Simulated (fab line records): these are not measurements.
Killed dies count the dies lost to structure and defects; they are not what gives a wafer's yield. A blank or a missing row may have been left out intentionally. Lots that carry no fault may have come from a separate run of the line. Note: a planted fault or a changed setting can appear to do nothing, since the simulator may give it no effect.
Which tool is to blame? + flow n5-finfet + Sampling: 9 lots, 25 wafers, 5 of 1938 route steps

## WHAT THE GAUGES SHOWED, per wafer
N5_MOL_CONTACT_COAG_CD_MEAS_99 targets a cd of 17.2 nm. Usual: 17.1 nm for cd-nm, sd 0.34.
| lot  | measured     | on        | cd-nm (nm)     | flag |
|------|--------------|-----------|----------------|------|
| L903 | day 4 20:35  | cd-sem-02 | 16.6 16.9 16.3 |      |
| L906 | day 5 12:17  | cd-sem-03 | 16.3 17.5 17.1 |      |
| L912 | day 6 22:43  | cd-sem-03 | 17.3 17.7 17.5 |      |
| L914 | day 7 13:32  | cd-sem-02 | 17.1 17.3 17.5 |      |
| L919 | day 8 17:36  | cd-sem-01 | 17.7 16.9 17.0 |      |
| L922 | day 9 12:57  | cd-sem-03 | 17.7 17.8      |      |
| L924 | day 10 01:32 | cd-sem-02 | 16.9 16.9 17.3 |      |
| L925 | day 10 10:06 | cd-sem-03 | 17.9 17.0 17.8 |      |
| L926 | day 10 17:13 | cd-sem-03 | 17.2 16.9      |      |

N5_BEOL_M4_RC_MEAS_101. Usual: DIBL_N 35.8 mV/V, standard deviation 1.6; DIBL_P 35.6 mV/V, standard deviation 2; IOFF_N 0.15 nA/um, standard deviation 0.031; IOFF_P 0.20 nA/um, standard deviation 0.033; ION_N 668 uA/um, standard deviation 12; ION_P 459 uA/um, standard deviation 6.8; RC_DENSE_N 19.1 ohm.um, standard deviation 0.46; RC_DENSE_P 23.9 ohm.um, standard deviation 0.61; RC_N 15.5 ohm.um, standard deviation 0.36; RC_P 19.4 ohm.um, standard deviation 0.48; REXT_N 74.8 ohm.um, standard deviation 1.8; REXT_P 100.9 ohm.um, standard deviation 2.2; SS_N 71.4 mV/dec, standard deviation 0.53; SS_P 73.1 mV/dec, standard deviation 0.63; VT_N 250 mV, standard deviation 3.5; VT_P -251 mV, standard deviation 3.
| lot  | measured     | on        | DIBL_N (mV/V)  | DIBL_P (mV/V)  | IOFF_N (nA/um) | IOFF_P (nA/um) | ION_N (uA/um) | ION_P (uA/um) | RC_DENSE_N (ohm.um) | RC_DENSE_P (ohm.um) | RC_N (ohm.um)  | RC_P (ohm.um)  | REXT_N (ohm.um) | REXT_P (ohm.um)   | SS_N (mV/dec)  | SS_P (mV/dec)  | VT_N (mV)   | VT_P (mV)      | flag |
|------|--------------|-----------|----------------|----------------|----------------|----------------|---------------|---------------|---------------------|---------------------|----------------|----------------|-----------------|-------------------|----------------|----------------|-------------|----------------|------|
| L903 | day 15 11:46 | prober-02 | 35.8 36.6 35.5 | 36.3 36.9 36.1 | 0.16 0.18 0.15 | 0.22 0.24 0.22 | 674 661 671   | 464 451 464   | 19.8 18.9 19.8      | 25.3 24.1 25.4      | 16.3 15.6 16.2 | 20.8 19.6 20.7 | 74.9 75.5 76.3  | 101.1 100.6 100.7 | 71.8 71.5 71.5 | 72.8 73.5 73.1 | 251 250 251 | -249 -248 -249 |      |
| L906 | day 14 20:15 | prober-02 | 35.0 37.2 33.3 | 34.9 37.6 33.1 | 0.13 0.18 0.12 | 0.16 0.21 0.15 | 664 681 653   | 447 462 454   | 20.1 18.7 19.1      | 24.8 23.3 23.8      | 16.1 15.4 15.6 | 20.4 19.2 19.1 | 73.4 72.9 73.9  | 101.3 101.0 101.2 | 71.4 71.7 71.0 | 72.5 73.3 72.2 | 252 248 254 | -256 -254 -256 |      |
| L912 | day 16 22:43 | prober-01 | 37.1 35.8 35.5 | 38.1 36.3 35.6 | 0.20 0.17 0.17 | 0.23 0.20 0.20 | 683 656 676   | 461 445 456   | 34.2 34.2 34.4      | 42.9 42.7 43.3      | 27.9 27.9 27.8 | 34.9 35.0 35.3 | 86.8 87.3 87.9  | 115.7 114.1 117.1 | 72.0 71.6 71.9 | 73.9 74.0 73.4 | 244 249 246 | -247 -250 -251 | OFF  |
| L914 | day 17 07:19 | prober-02 | 38.4 34.9 36.7 | 39.6 35.3 38.1 | 0.24 0.15 0.19 | 0.29 0.21 0.26 | 671 654 654   | 456 454 458   | 35.4 35.1 34.3      | 44.3 43.6 43.0      | 28.8 28.3 28.2 | 36.0 35.7 35.1 | 89.1 89.8 89.7  | 113.2 113.8 111.1 | 72.4 71.5 71.7 | 74.2 73.4 73.8 | 244 251 248 | -246 -251 -247 | OFF  |
| L919 | day 17 20:31 | prober-01 | 37.5 35.6 36.9 | 37.2 34.8 36.1 | 0.17 0.14 0.16 | 0.22 0.19 0.21 | 679 659 680   | 461 454 462   | 18.6 18.8 19.2      | 23.4 23.9 24.1      | 15.0 15.4 15.6 | 18.9 19.4 19.7 | 72.8 72.9 72.4  | 100.3 101.8 101.7 | 71.5 71.2 71.5 | 73.1 73.4 73.6 | 246 251 249 | -253 -250 -251 |      |
| L922 | day 19 02:43 | prober-01 | 38.3 33.9      | 38.7 33.4      | 0.21 0.12      | 0.26 0.17      | 685 672       | 470 462       | 18.1 18.5           | 22.5 23.2           | 14.7 15.1      | 18.7 19.1      | 73.2 72.8       | 97.6 98.4         | 71.5 70.7      | 73.5 72.6      | 246 252     | -245 -253      |      |
| L924 | day 19 04:35 | prober-01 | 37.5 35.8 38.9 | 36.4 35.5 38.6 | 0.16 0.14 0.19 | 0.21 0.20 0.24 | 662 659 670   | 455 462 460   | 19.6 19.9 19.9      | 24.7 24.8 24.6      | 16.3 16.1 16.1 | 20.0 20.0 20.0 | 72.8 73.1 73.8  | 97.5 96.9 98.7    | 71.3 70.8 71.8 | 73.1 73.3 73.6 | 249 252 248 | -249 -251 -247 |      |
| L925 | day 20 05:26 | prober-02 | 35.9 35.6 33.5 | 35.3 34.6 32.1 | 0.15 0.13 0.10 | 0.19 0.19 0.15 | 686 659 648   | 472 458 450   | 18.1 19.3 18.1      | 22.8 23.6 22.2      | 14.9 15.5 14.7 | 18.5 19.4 18.2 | 74.4 75.7 74.6  | 95.8 98.3 96.7    | 71.0 71.7 71.4 | 72.7 72.8 72.0 | 247 251 256 | -250 -251 -255 |      |
| L926 | day 20 12:02 | prober-01 | 38.3 38.3      | 39.7 39.2      | 0.23 0.22      | 0.28 0.27      | 708 685       | 480 465       | 19.1 19.1           | 24.0 24.4           | 15.5 15.8      | 19.6 19.7      | 74.2 74.0       | 102.6 103.5       | 71.9 71.4      | 73.8 74.4      | 243 244     | -245 -244      |      |

## WHAT TOOL EACH LOT RAN ON (gives the tool, then ch and the chambers of the sampled wafers, and finally the start)
| lot  | N5_MOL_CONTACT_COAG_ETCH_106       | N5_MOL_CONTACT_COAG_ETCH_110       | N5_MOL_CONTACT_COAG_IMPLANT_129 |
|------|------------------------------------|------------------------------------|---------------------------------|
| L903 | rie-diel-02 ch 0,3, day 4 20:16    | rie-diel-02 ch 0,3, day 4 20:28    | implanter-02 ch 0, day 4 20:39  |
| L906 | rie-diel-02 ch 0,1,2, day 5 11:58  | rie-diel-02 ch 0,1,2, day 5 12:10  | implanter-02 ch 0, day 5 12:21  |
| L912 | rie-diel-02 ch 1,2, day 6 22:15    | rie-diel-02 ch 1,2, day 6 22:33    | implanter-02 ch 0, day 6 22:45  |
| L914 | rie-diel-02 ch 0,1,2, day 7 13:14  | rie-diel-02 ch 0,1,2, day 7 13:25  | implanter-02 ch 0, day 7 13:35  |
| L919 | rie-diel-03 ch 0,1,3, day 8 17:17  | rie-diel-03 ch 0,1,3, day 8 17:29  | implanter-01 ch 0, day 8 17:40  |
| L922 | rie-diel-03 ch 1,3, day 9 12:38    | rie-diel-03 ch 1,3, day 9 12:50    | implanter-01 ch 0, day 9 13:02  |
| L924 | rie-diel-06 ch 0,2,3, day 10 01:14 | rie-diel-06 ch 0,2,3, day 10 01:25 | implanter-02 ch 0, day 10 01:40 |
| L925 | rie-diel-02 ch 1,2, day 10 09:47   | rie-diel-02 ch 1,2, day 10 09:59   | implanter-01 ch 0, day 10 10:08 |
| L926 | rie-diel-06 ch 0,2, day 10 16:54   | rie-diel-06 ch 0,2, day 10 17:05   | implanter-01 ch 0, day 10 17:15 |
- N5_MOL_CONTACT_COAG_ETCH_106: etches SOC in N2/H2, target depth 80 nm, overetch 16 nm, time 120 s.
- N5_MOL_CONTACT_COAG_ETCH_110: etches Si in CF4/O2, target depth 2.5 nm, time 8 s.
- N5_MOL_CONTACT_COAG_IMPLANT_129

## AS READ BY THE TOOLS THEMSELVES (means over the sampled wafers that have a number; for cases with no such wafer, the mark the record gives instead)
N5_MOL_CONTACT_COAG_ETCH_106. Usual: drypump-motor-current-A 5.8 A, standard deviation 0.43; oes-product-au 0.69 a.u., standard deviation 0.071; rf-vpp-V 524 V, standard deviation 3.1; showerhead-plenum-p-Torr 2.55 Torr, standard deviation 0.11; temp-c 40.00 C, standard deviation 0.12; throttle-valve-pct 17.85 %, standard deviation 0.23.
| lot  | tool        | drypump-motor-current-A (A) | oes-product-au (a.u.) | rf-vpp-V (V) | showerhead-plenum-p-Torr (Torr) | temp-c (C) | throttle-valve-pct (%) | flag |
|------|-------------|-----------------------------|-----------------------|--------------|---------------------------------|------------|------------------------|------|
| L903 | rie-diel-02 | 6.1                         | 0.63                  | 526          | 2.60                            | 40.05      | 18.15                  |      |
| L906 | rie-diel-02 | 6.1                         | 0.68                  | 526          | 2.65                            | 39.99      | 17.93                  |      |
| L912 | rie-diel-02 | 6.0                         | 0.73                  | 528          | 2.68                            | 39.91      | 17.72                  |      |
| L914 | rie-diel-02 | 6.2                         | 0.73                  | 526          | 2.64                            | 40.00      | 17.79                  |      |
| L919 | rie-diel-03 | 5.8                         | 0.66                  | 524          | 2.52                            | 39.99      | 17.81                  |      |
| L922 | rie-diel-03 | 5.8                         | 0.65                  | 524          | 2.52                            | 40.08      | 17.79                  |      |
| L924 | rie-diel-06 | 5.3                         | 0.72                  | 522          | 2.48                            | 39.99      | 17.92                  |      |
| L925 | rie-diel-02 | 6.0                         | 0.76                  | 527          | 2.67                            | 40.00      | 17.65                  |      |
| L926 | rie-diel-06 | 5.1                         | 0.74                  | 526          | 2.55                            | 39.83      | 17.91                  |      |

N5_MOL_CONTACT_COAG_ETCH_110. Usual: cf4-flow-sccm 99.99 sccm, standard deviation 0.27; drypump-motor-current-A 5.8 A, standard deviation 0.43; oes-product-au 0.77 a.u., standard deviation 0.081; rf-vpp-V 129 V, standard deviation 3.5; showerhead-plenum-p-Torr 2.23 Torr, standard deviation 0.081; throttle-valve-pct 10.81 %, standard deviation 0.29.
| lot  | tool        | cf4-flow-sccm (sccm) | drypump-motor-current-A (A) | oes-product-au (a.u.) | rf-vpp-V (V) | showerhead-plenum-p-Torr (Torr) | throttle-valve-pct (%) | flag |
|------|-------------|----------------------|-----------------------------|-----------------------|--------------|---------------------------------|------------------------|------|
| L903 | rie-diel-02 | 100.00               | 6.1                         | 0.68                  | 133          | 2.28                            | 11.22                  |      |
| L906 | rie-diel-02 | 99.88                | 6.1                         | 0.74                  | 131          | 2.31                            | 10.90                  |      |
| L912 | rie-diel-02 | 100.02               | 6.0                         | 0.80                  | 130          | 2.33                            | 10.58                  |      |
| L914 | rie-diel-02 | 99.97                | 6.1                         | 0.80                  | 132          | 2.30                            | 10.69                  |      |
| L919 | rie-diel-03 | 100.26               | 5.8                         | 0.74                  | 128          | 2.22                            | 10.88                  |      |
| L922 | rie-diel-03 | 100.00               | 5.7                         | 0.72                  | 126          | 2.21                            | 10.88                  |      |
| L924 | rie-diel-06 | 100.12               | 5.4                         | 0.81                  | 127          | 2.18                            | 10.81                  |      |
| L925 | rie-diel-02 | 100.07               | 6.0                         | 0.83                  | 130          | 2.31                            | 10.44                  |      |
| L926 | rie-diel-06 | 100.36               | 5.0                         | 0.83                  | 128          | 2.24                            | 10.77                  |      |

N5_MOL_CONTACT_COAG_IMPLANT_129. Usual: beam-on-s 39 s, standard deviation 5.2; dose-ions-cm2 5.999e+14, standard deviation 6.1e+11; faraday-current-uA 1986, standard deviation 270.
| lot  | tool         | beam-on-s (s) | dose-ions-cm2 | faraday-current-uA | flag |
|------|--------------|---------------|---------------|--------------------|------|
| L903 | implanter-02 | 44            | 5.993e+14     | 1696               |      |
| L906 | implanter-02 | 45            | 6.001e+14     | 1690               |      |
| L912 | implanter-02 | 10            | 5.913e+13     | 752                | OFF  |
| L914 | implanter-02 | 10            | 6.050e+13     | 746                | OFF  |
| L919 | implanter-01 | 33            | 5.999e+14     | 2272               |      |
| L922 | implanter-01 | 34            | 6.004e+14     | 2246               |      |
| L924 | implanter-02 | 45            | 6.006e+14     | 1696               |      |
| L925 | implanter-01 | 34            | 5.999e+14     | 2242               |      |
| L926 | implanter-01 | 34            | 6.000e+14     | 2195               |      |

## THE ANSWER, worked out from the rows above alone
Rule: a lot counts as off when the mean over its wafers that have a number is more than 3 standard deviations away from the usual mean. A lot without any number at a reading at which 4 lots or more have one is off too. All remaining lots with rows at the step are treated as sound. Order of review: gauges by route order, followed by the tools' own readings, for which a lot's mean as printed above is used. The first step at which some lot is off is used, and at that step the reading that is off furthest; a lot without a number counts as furthest.
Off: at N5_BEOL_M4_RC_MEAS_101 (RC_N), L912, L914.
A tool fits if, at a process step before that reading, it ran every lot that is off, and no sound lot after the first of them. Not tried: the gauges at N5_BEOL_M4_RC_MEAS_101; whatever is off there is also off at N5_MOL_CONTACT_COAG_IMPLANT_129, on other tools, and gauge error can't account for it. Of those tried, none fits.

## WHAT THE SIMULATOR PUT IN
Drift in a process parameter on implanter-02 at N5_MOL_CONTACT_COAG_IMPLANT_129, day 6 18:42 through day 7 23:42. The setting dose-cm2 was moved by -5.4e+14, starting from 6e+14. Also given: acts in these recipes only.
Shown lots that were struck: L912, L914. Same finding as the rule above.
